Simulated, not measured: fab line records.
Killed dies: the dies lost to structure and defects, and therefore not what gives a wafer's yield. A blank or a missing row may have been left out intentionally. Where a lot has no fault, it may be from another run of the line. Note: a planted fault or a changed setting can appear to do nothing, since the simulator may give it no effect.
Struck lot and sound lot, side by side    flow n5Finfet    20 steps out of a route of 1938
Sound: these wafers, L956.1, L956.3, L956.6. Struck: wafer L965.5 (L965.1, L965.2, from the same lot, were not struck and are left out); the cause is given at the end.
Each step with rows lists, per side, the tool, then ch with its chambers, then its first start. Under that, the readings that differ: sound wafers    struck wafers    difference of the means    sigmas: that difference in standard deviations of wafers without a fault.
alike: readings with means less than 2 such deviations apart, plus words and numbers identical on both sides. not compared: withheld readings, readings lacking a value on some wafer, bounds such as >300 that could conceal the same value, and numbers that have no deviation in the record and whose values overlap.
The two part at a step that has a row with sigmas, a row that says differs or no value, or rows on one side only. When numbers do not overlap yet have no deviation, they are printed without sigmas and do not part them. Lack of a reading on every wafer of one side parts them only where that side has two or more wafers.

first, 6 steps without rows for these wafers: N5_BEOL_M3_COAT_05 (resist thk 30 nm); N5_BEOL_M3_EBR_07; N5_BEOL_M3_SOFTBAKE_06 (time 60 s); N5_BEOL_M3_EXPOSE_08 (exposes mask M3); N5_BEOL_M3_PEB_09 (peb time 60 s); N5_BEOL_M3_DEVELOP_10 (develop time 30 s).
N5_BEOL_M3_CD_MEAS_11: target cd 17.05 nm.
  sound on cdSem-02 ch 0, day 9 10:47; struck on cdSem-01 ch 0, day 11 21:33
  alike: cdNm
N5_BEOL_M3_OVL_MEAS_12:
  sound on overlay-02 ch 0, day 9 10:50; struck on overlay-02 ch 0, day 11 21:35
  alike: M3_OVL
N5_BEOL_M3_INSPECT_13: inspects for defects (brightfield).
  sound on defectInspect-01, day 9 10:53; struck on defectInspect-01, day 11 21:38
  alike: rawDefectCount
N5_BEOL_M3_DESCUM_16: chemistry O2, time 7 s.
  sound on rieDiel-06 ch 0,1,3, day 9 10:55; struck on rieDiel-05 ch 0, day 11 21:41
  alike: drypumpMotorCurrentA, oesProductAu, rfVppV, showerheadPlenumPTorr, throttleValvePct
  not compared: rfHoursCounterH
N5_BEOL_M3_ETCH_74: etches underlayer in N2/H2, target depth 6.5 nm, time 5.2 s.
  sound on rieDiel-06 ch 0,1,3, day 9 10:57; struck on rieDiel-05 ch 0, day 11 21:44
  alike: biasW, drypumpMotorCurrentA, etchRfOnTimeS, oesProductAu, rfVppV, showerheadPlenumPTorr, throttleValvePct
  not compared: rfHoursCounterH
N5_BEOL_M3_ETCH_63: etches SiARC in CF4, target depth 15.6 nm, time 26 s.
  sound on rieDiel-06 ch 0,1,3, day 9 10:58; struck on rieDiel-05 ch 0, day 11 21:44
  alike: biasW, cf4FlowSccm, drypumpMotorCurrentA, etchRfOnTimeS, oesProductAu, rfVppV, showerheadPlenumPTorr, throttleValvePct
  not compared: rfHoursCounterH
N5_BEOL_M3_ETCH_64: etches SOC in N2/H2, target depth 75 nm, overetch 15 nm, time 112.5 s.
  sound on rieDiel-06 ch 0,1,3, day 9 11:00; struck on rieDiel-05 ch 0, day 11 21:46
reading                                    sound      struck  difference  sigmas
model.SiARC_of_BEOL_M3_COAT_62.thkNm (nm)  7 6.4 6.8  6.2     -0.5        
  alike: biasW, drypumpMotorCurrentA, oesProductAu, rfVppV, showerheadPlenumPTorr, throttleValvePct
  not compared: rfHoursCounterH
then, 2 steps without rows for these wafers: N5_BEOL_M3_STRIP_65 (strips in N2/H2); N5_BEOL_M3_STRIP_75 (strips in N2/H2).
N5_BEOL_M3_STRIP_66: strips in CF4.
  sound on rieDiel-06 ch 0,1,3, day 9 11:07; struck on rieDiel-05 ch 0, day 11 21:54
reading             sound              struck  difference  sigmas
cf4FlowSccm (sccm)  149.8 150.2 150.5  149.2   -1.0        -2
rfVppV (V)          269.8 269.1 270.4  273.4   +3.6        +3
  alike: drypumpMotorCurrentA, oesProductAu, showerheadPlenumPTorr, throttleValvePct
  not compared: rfHoursCounterH
N5_BEOL_M3_HM_OPEN_17: chemistry Cl2/BCl3, target TiN, target depth 20 nm, overetch 6 nm.
  sound on rieMetal-01 ch 0,1, day 9 11:10; struck on rieMetal-02 ch 0, day 11 21:56
reading                  sound              struck  difference  sigmas
biasW (W)                125.8 126.1 125.6  126.9   +1.1        +3
oesProductAu (a.u.)      0.60 0.68 0.61     0.79    +0.16       +3
model.etch.depthNm (nm)  19.81 20 20.13     18.84   -1.14       
  alike: drypumpMotorCurrentA, throttleValvePct
  not compared: rfHoursCounterH
N5_BEOL_M3_STRIP_19: strips in O2.
  sound on rieDiel-03 ch 1,2,3, day 9 11:18; struck on rieDiel-05 ch 0, day 11 22:07
reading              sound           struck  difference  sigmas
oesProductAu (a.u.)  0.69 0.75 0.75  0.92    +0.19       +2
  alike: drypumpMotorCurrentA, rfVppV, showerheadPlenumPTorr, throttleValvePct
  not compared: rfHoursCounterH
N5_BEOL_M4_RC_MEAS_101:
  sound on prober-02 ch 0, day 10 15:45; struck on prober-02 ch 0, day 12 20:49
  alike: DIBL_N, DIBL_P, IOFF_N, IOFF_P, ION_N, ION_P, SS_N, SS_P, VT_N, VT_P
after that, 1 step had no rows for these wafers: N5_PASSIVATION_PROBE_49.

WHERE THEY PART
Last at N5_BEOL_M3_STRIP_19 as far as this record goes, first at N5_BEOL_M3_STRIP_66. Later steps at which nothing parts them and some readings are alike: N5_BEOL_M4_RC_MEAS_101.

WHY: whatever the simulator had introduced
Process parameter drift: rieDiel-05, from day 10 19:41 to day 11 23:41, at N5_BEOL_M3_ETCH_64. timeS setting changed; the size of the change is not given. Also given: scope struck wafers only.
